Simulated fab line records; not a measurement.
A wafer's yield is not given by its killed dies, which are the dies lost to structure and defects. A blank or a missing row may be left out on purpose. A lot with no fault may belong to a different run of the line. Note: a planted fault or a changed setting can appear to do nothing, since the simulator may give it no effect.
fab line records ; flow nand_harc
record lots=6; wafers=18; last_day=33
route steps=1302 shown A_CHANNEL_HOLE_D2@607 A_CHANNEL_FILL_D2@610
lots untouched by any fault: they come from a run of this same line in which no faults occurred
start_h: start of the lot's first displayed wafer, in hours after the record's first day ; wait_h: hours elapsed since this lot's preceding step ; " same as the row above ; L1.1+2: a row that stands for several wafers ; - either no value or no given start ; * or withheld: withheld ; < > ~ a bound
route shown NAME@n: names a module that has steps shown in the file, with the first one's number in the route ; usual: mean/standard deviation taken from wafers without a fault ; same: alike in all rows ; chamber/n: place in a boat ; sites: readings site by site ; _std_site: their standard deviation ; _edge_site: the outer-site mean with the inner-site mean subtracted ; radius_mm: for every site, how far away it sits from the centre of the wafer ; mask NAME#n: copy n ; behind: the tool/chamber that last shaped the wafer ; hold: why the lot was held/for how many hours/how that ended ; device: which transistor (n, p or np) failed to switch ; end of line: tests run on the same wafers once the route is complete ; where a step has no rows: the recipe by itself ; killed: dies that structure and defects cost at the first sort, which is not the same as the wafer's yield ; map: per-die view of a wafer (x killed, . not killed, _ where there is no die)
set.NAME: the run value of the setting; set.NAME@STEP: its run value at that earlier step ; model.NAME: the simulator's own value behind a step, which no gauge read
certain route steps with their lots: each step a table, each wafer a row
services: a tool's chamber out of use, with start hour (start_h, from the record's first day; less than 0 if before it), hours out, and reason
## steps
# step NHARC_A_CHANNEL_HOLE_D2_CD_MEAS_31
# usual cd_nm=90.1/1.5
lot.wafer;tool;chamber;start_h;wait_h;cd_nm
L859.1;cd_sem-03;-;326.92;-;91.9
L859.2;cd_sem-03;-;326.92;-;89.3
L859.5;cd_sem-03;-;326.92;-;90.5
L864.1;cd_sem-03;-;393.33;-;87.3
L864.2;cd_sem-03;-;393.33;-;90.9
L864.4;cd_sem-03;-;393.33;-;89.0
L868.1;cd_sem-02;-;425.40;-;91.4
L868.2;cd_sem-02;-;425.40;-;90.5
L868.3;cd_sem-02;-;425.40;-;92.4
L869.2;cd_sem-01;-;441.22;-;89.6
L869.3;cd_sem-01;-;441.22;-;87.8
L869.5;cd_sem-01;-;441.22;-;90.2
L873.2;cd_sem-02;-;464.75;-;90.0
L873.4;cd_sem-02;-;464.75;-;88.5
L873.6;cd_sem-02;-;464.75;-;92.1
L878.1;cd_sem-02;-;528.65;-;90.0
L878.4;cd_sem-02;-;528.65;-;90.3
L878.6;cd_sem-02;-;528.65;-;88.2
# step NHARC_A_CHANNEL_HOLE_D2_XSEM_32
# recipe landing_energy_ev=35000
# usual bot_cd_nm=74.6/1.6; bow_nm=8.56/0.24; tilt_deg=0.07/0.043
lot.wafer;tool;chamber;start_h;wait_h;bot_cd_nm;bow_nm;tilt_deg
L859.1;xsem-01;0;327.02;0.1;76.6;8.41;0.02
L859.2;xsem-01;0;327.02;0.1;74.6;8.38;0.02
L859.5;xsem-01;0;327.02;0.1;74.9;8.40;0.02
L864.1;xsem-02;0;393.42;0.1;72.4;8.31;0.10
L864.2;xsem-02;0;393.42;0.1;75.9;8.34;0.10
L864.4;xsem-02;0;393.42;0.1;73.1;8.25;0.10
L868.1;xsem-02;0;425.49;0.1;76.1;8.61;0.08
L868.2;xsem-02;0;425.49;0.1;74.7;8.60;0.08
L868.3;xsem-02;0;425.49;0.1;76.5;8.51;0.08
L869.2;xsem-02;0;441.31;0.1;73.1;9.07;0.04
L869.3;xsem-02;0;441.31;0.1;72.0;9.07;0.04
L869.5;xsem-02;0;441.31;0.1;74.7;9.09;0.04
L873.2;xsem-01;0;464.83;0.1;74.6;8.51;0.09
L873.4;xsem-01;0;464.83;0.1;72.7;8.57;0.09
L873.6;xsem-01;0;464.83;0.1;76.6;8.57;0.10
L878.1;xsem-01;0;528.74;0.1;74.0;8.05;0.14
L878.4;xsem-01;0;528.74;0.1;74.6;8.09;0.14
L878.6;xsem-01;0;528.74;0.1;73.5;8.12;0.14
# step NHARC_A_CHANNEL_HOLE_D2_INSPECT_40
# usual raw_defect_count=319/99
lot.wafer;tool;chamber;start_h;wait_h;raw_defect_count
L859.1;defect_inspect-02;-;327.12;-;459
L859.2;defect_inspect-02;-;327.12;-;417
L859.5;defect_inspect-02;-;327.12;-;256
L864.1;defect_inspect-02;-;393.52;-;245
L864.2;defect_inspect-02;-;393.52;-;142
L864.4;defect_inspect-02;-;393.52;-;205
L868.1;defect_inspect-02;-;425.59;-;371
L868.2;defect_inspect-02;-;425.59;-;263
L868.3;defect_inspect-02;-;425.59;-;300
L869.2;defect_inspect-01;-;441.41;-;237
L869.3;defect_inspect-01;-;441.41;-;361
L869.5;defect_inspect-01;-;441.41;-;304
L873.2;defect_inspect-02;-;464.94;-;348
L873.4;defect_inspect-02;-;464.94;-;284
L873.6;defect_inspect-02;-;464.94;-;279
L878.1;defect_inspect-01;-;528.84;-;153
L878.4;defect_inspect-01;-;528.84;-;321
L878.6;defect_inspect-01;-;528.84;-;236
# step NHARC_A_CHANNEL_FILL_D2_PRECLEAN_00
# recipe time_s=*; temp_c=50; bath_age_min=0; chemistry=SC1
# step NHARC_A_CHANNEL_FILL_D2_SRD_01
# step NHARC_A_CHANNEL_FILL_D2_ALD_02
# recipe target_thk_a=60; pulse_time_s=10; ald_cycles=60; temp_c=300; material=SiO2
# step NHARC_A_CHANNEL_FILL_D2_ALD_03
# recipe target_thk_a=60; pulse_time_s=60; ald_cycles=58; temp_c=630; pressure_torr=2; material=SiNx
# step NHARC_A_CHANNEL_FILL_D2_ALD_14
# recipe target_thk_a=25; pulse_time_s=10; ald_cycles=25; temp_c=300; material=SiO2
# usual heater_power_w=495/43; precursor_pulse_height_rel=1.000/0.017; susceptor_temp_C=299.97/0.19
# same ald_cycles=25
lot.wafer;tool;chamber;start_h;wait_h;heater_power_w;precursor_pulse_height_rel;susceptor_temp_C
L859.1;ald_hk-03;0;334.36;0.1;534;0.980;300.24
L859.2;ald_hk-03;1;334.36;0.1;484;0.998;299.95
L859.5;ald_hk-03;3;334.36;0.1;549;0.990;300.47
L864.1;ald_hk-02;2;400.75;0.0;426;1.012;299.71
L864.2;ald_hk-02;0;400.75;0.0;543;1.014;299.86
L864.4;ald_hk-02;1;400.75;0.0;430;1.012;300.03
L868.1;ald_hk-04;1;432.79;0.0;461;0.993;299.64
L868.2;ald_hk-04;3;432.79;0.0;520;0.987;300.23
L868.3;ald_hk-04;0;432.79;0.0;461;0.978;299.95
L869.2;ald_hk-03;2;448.85;0.3;448;0.997;300.10
L869.3;ald_hk-03;3;448.85;0.3;593;0.970;300.01
L869.5;ald_hk-03;1;448.85;0.3;469;0.991;300.12
L873.4;ald_hk-02;1;472.20;0.1;424;1.027;300.04
L873.2;ald_hk-02;2;472.20;0.1;428;1.006;300.08
L873.6;ald_hk-02;1;472.20;0.1;432;0.994;299.92
L878.4;ald_hk-03;0;536.02;0.0;508;0.976;300.03
L878.1;ald_hk-03;3;536.02;0.0;568;1.002;299.69
L878.6;ald_hk-03;0;536.02;0.0;513;0.990;300.04
# step NHARC_A_CHANNEL_FILL_D2_ALD_15
# recipe target_thk_a=20; pulse_time_s=60; ald_cycles=19; temp_c=630; pressure_torr=2; material=SiNx
# usual precursor_pulse_height_rel=0.999/0.019; susceptor_temp_C=630.03/0.28
# same ald_cycles=19
lot.wafer;tool;chamber;start_h;wait_h;precursor_pulse_height_rel;susceptor_temp_C
L859.1;ald_sin_batch-01;0;-;-;0.972;-
L859.2;ald_sin_batch-01;0;-;-;1.005;-
L859.5;ald_sin_batch-01;0;-;-;0.953;-
L864.1;ald_sin_batch-03;0;-;-;0.968;-
L864.2;ald_sin_batch-03;0;-;-;0.982;-
L864.4;ald_sin_batch-03;0;-;-;1.000;-
L868.1;ald_sin_batch-03;0;-;-;0.997;-
L868.2;ald_sin_batch-03;0;-;-;0.988;-
L868.3;ald_sin_batch-03;0;-;-;1.015;-
L869.2;ald_sin_batch-02;0;-;-;0.999;-
L869.3;ald_sin_batch-02;0;-;-;1.004;-
L869.5;ald_sin_batch-02;0;-;-;0.948;-
L873.2;ald_sin_batch-01;0;-;-;0.985;630.10
L873.4;ald_sin_batch-01;0;-;-;1.008;630.01
L873.6;ald_sin_batch-01;0;-;-;1.005;629.63
L878.1;ald_sin_batch-03;0;-;-;1.009;630.37
L878.4;ald_sin_batch-03;0;-;-;1.002;630.64
L878.6;ald_sin_batch-03;0;-;-;1.022;630.35
# step NHARC_A_CHANNEL_FILL_D2_ALD_16
# recipe target_thk_a=15; pulse_time_s=10; ald_cycles=15; temp_c=300; material=SiO2
# usual heater_power_w=491/47; precursor_pulse_height_rel=0.999/0.02; susceptor_temp_C=300.02/0.18
# same ald_cycles=15
lot.wafer;tool;chamber;start_h;wait_h;heater_power_w;precursor_pulse_height_rel;susceptor_temp_C
L859.2;ald_hk-03;1;339.45;0.0;489;0.986;-
L859.1;ald_hk-03;0;339.45;0.0;526;0.974;-
L859.5;ald_hk-03;1;339.45;0.0;474;1.009;-
L864.1;ald_hk-03;3;406.24;0.4;576;0.988;300.08
L864.4;ald_hk-03;0;406.24;0.4;504;1.040;299.97
L864.2;ald_hk-03;1;406.24;0.4;450;1.008;299.88
L868.1;ald_hk-02;1;437.94;0.0;427;0.995;300.00
L868.3;ald_hk-02;2;437.94;0.0;414;0.999;300.37
L868.2;ald_hk-02;0;437.94;0.0;529;1.016;300.20
L869.3;ald_hk-03;3;453.91;0.0;582;1.023;300.04
L869.2;ald_hk-03;1;453.91;0.0;466;1.000;299.99
L869.5;ald_hk-03;3;453.91;0.0;573;0.998;300.16
L873.4;ald_hk-03;3;477.36;0.0;581;1.016;299.96
L873.2;ald_hk-03;2;477.36;0.0;451;1.007;300.12
L873.6;ald_hk-03;0;477.36;0.0;510;1.023;300.04
L878.1;ald_hk-04;2;541.23;0.1;532;1.002;299.85
L878.4;ald_hk-04;0;541.23;0.1;493;1.023;300.03
L878.6;ald_hk-04;1;541.23;0.1;473;0.985;300.20
# step NHARC_A_CHANNEL_FILL_D2_ANNEAL_17
# recipe temp_c=850; time_s=1800
# step NHARC_A_CHANNEL_FILL_D2_CVD_18
# recipe target_thk_a=30; temp_c=550; material=poly-Si
# step NHARC_A_CHANNEL_FILL_D2_ETCHBACK_19
# recipe target_depth_a=50; time_s=1.7; hbr_flow_sccm=150; cl2_flow_sccm=50; rf_w=400; icp_w=400; bias_w=100; chemistry=HBr/Cl2
# usual drypump_motor_current_A=5.8/0.45; oes_product_au=1.002/0.012; rf_fwd_power_W=390.4/1.4; throttle_valve_pct=26.407/0.0095
lot.wafer;tool;chamber;start_h;wait_h;drypump_motor_current_A;oes_product_au;rf_fwd_power_W;rf_hours_counter_h;throttle_valve_pct
L859.2;rie_si-03;2;352.49;0.4;5.6;0.995;390.0;0.56;26.425
L859.1;rie_si-03;1;352.49;0.4;6.7;0.977;390.8;0.62;26.379
L859.5;rie_si-03;3;352.49;0.4;5.7;0.985;391.3;-;26.411
L864.1;rie_si-01;3;418.12;0.4;6.1;1.004;392.2;0.19;26.415
L864.4;rie_si-01;0;418.12;0.4;5.6;0.990;389.1;0.23;26.409
L864.2;rie_si-01;1;418.12;0.4;5.9;1.006;389.1;0.26;26.408
L868.1;rie_si-01;1;450.07;0.4;5.9;1.000;390.9;0.41;26.417
L868.2;rie_si-01;2;450.07;0.4;6.2;0.913;389.0;0.40;26.405
L868.3;rie_si-01;3;450.07;0.4;6.1;0.925;390.9;0.40;26.413
L869.2;rie_si-01;2;465.91;0.4;6.2;0.923;389.5;0.46;26.403
L869.3;rie_si-01;3;465.91;0.4;6.1;0.919;389.1;0.43;26.408
L869.5;rie_si-01;0;465.91;0.4;5.6;0.904;389.4;-;26.418
L873.2;rie_si-03;1;489.23;0.4;6.7;0.999;391.2;0.53;26.429
L873.4;rie_si-03;2;489.23;0.4;5.6;1.012;389.6;0.53;26.405
L873.6;rie_si-03;0;489.23;0.4;5.6;0.997;391.4;-;26.407
L878.4;rie_si-03;3;552.63;0.4;5.7;0.980;391.1;0.91;26.391
L878.1;rie_si-03;1;552.63;0.4;6.7;1.003;390.4;0.97;26.414
L878.6;rie_si-03;2;552.63;0.4;5.6;1.009;390.2;-;26.401
# step NHARC_A_CHANNEL_FILL_D2_ETCHBACK_20
# recipe target_depth_a=270; time_s=13.5; c4f8_flow_sccm=withheld; o2_flow_sccm=8; ar_flow_sccm=withheld; rf_w=600; bias_w=1500; chemistry=C4F8/O2/Ar
# usual oes_product_au=0.989/0.02; rf_fwd_power_W=587/3; rf_vpp_V=976/5.6
lot.wafer;tool;chamber;start_h;wait_h;oes_product_au;rf_fwd_power_W;rf_hours_counter_h;rf_vpp_V
L859.2;rie_diel-10;1;352.61;-;0.982;584;14;983
L859.1;rie_diel-10;3;352.61;-;0.975;589;13;978
L859.5;rie_diel-10;2;352.61;-;0.995;592;-;985
L864.2;rie_diel-10;3;418.25;-;0.996;585;23;977
L864.4;rie_diel-10;0;418.25;-;0.992;588;21;981
L864.1;rie_diel-10;1;418.25;-;1.006;588;22;982
L868.3;rie_diel-09;2;450.20;-;0.993;586;3;972
L868.1;rie_diel-09;3;450.20;-;0.994;589;4;972
L868.2;rie_diel-09;1;450.20;-;1.001;585;4;971
L869.2;rie_diel-09;3;466.03;-;0.999;591;5;973
L869.3;rie_diel-09;0;466.03;-;0.981;589;5;986
L869.5;rie_diel-09;1;466.03;-;0.984;584;-;972
L873.4;rie_diel-11;0;489.35;-;1.006;586;1;975
L873.2;rie_diel-11;2;489.35;-;1.002;595;1;977
L873.6;rie_diel-11;1;489.35;-;1.007;587;-;970
L878.1;rie_diel-10;3;552.75;-;0.945;583;26;976
L878.4;rie_diel-10;0;552.75;-;0.915;583;28;979
L878.6;rie_diel-10;3;552.75;-;0.939;583;-;977
## services
tool;chamber;start_h;hours;kind
rie_diel-09;-;320.10;9.0;pm
rie_diel-10;3;320.90;4.5;repair
ald_hk-02;-;348.00;10.0;pm
rie_diel-09;2;352.63;8.0;repair
rie_diel-09;3;354.28;1.4;repair
rie_si-01;-;370.00;9.0;pm
xsem-01;-;374.00;14.0;pm
rie_diel-09;2;393.59;6.0;repair
rie_diel-10;0;395.85;1.4;repair
ald_hk-03;-;396.21;10.0;pm
rie_si-03;-;398.00;9.0;pm
rie_diel-10;-;419.50;9.0;pm
rie_diel-09;-;421.01;0.2;repair
xsem-01;-;431.15;0.1;repair
rie_si-03;-;431.54;2.2;repair
rie_diel-09;0;438.40;1.5;repair
rie_diel-10;1;438.41;4.6;repair
ald_hk-04;-;439.13;10.0;pm
rie_diel-10;2;450.94;11.7;repair
rie_diel-10;1;471.98;14.2;repair
rie_diel-10;3;473.26;5.6;repair
rie_si-03;0;510.07;7.6;repair
ald_hk-02;-;526.00;10.0;pm
rie_si-01;-;547.00;9.0;pm
## key
first_sign step=NHARC_A_CHANNEL_FILL_D2_ETCHBACK_19; reading=oes_product_au; direction=down; sigmas=6.8; usual=1.002; struck=0.917
effect none on later readings
met_at NHARC_A_CHANNEL_FILL_D2_ETCHBACK_19
struck_wafers L868.2,L868.3,L869.2,L869.3,L869.5
tester_left_out L868,L869
onset_between 418.12 450.07
fault kind=process_parameter_drift; tool=rie_si-01; chamber=-; onset_h=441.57; steps=NHARC_A_CHANNEL_FILL_D2_ETCHBACK_19; channel=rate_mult; offset=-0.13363; shape=step; end_h=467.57; scope=struck_wafers_only
# tester_left_out: of these lots the tester's yield and bins aren't shown, on N5 and GAA mostly nor the transistor test; their killed dies are dies lost to structure and defects alone, not to doping, threshold or leakage, so they don't give the yield
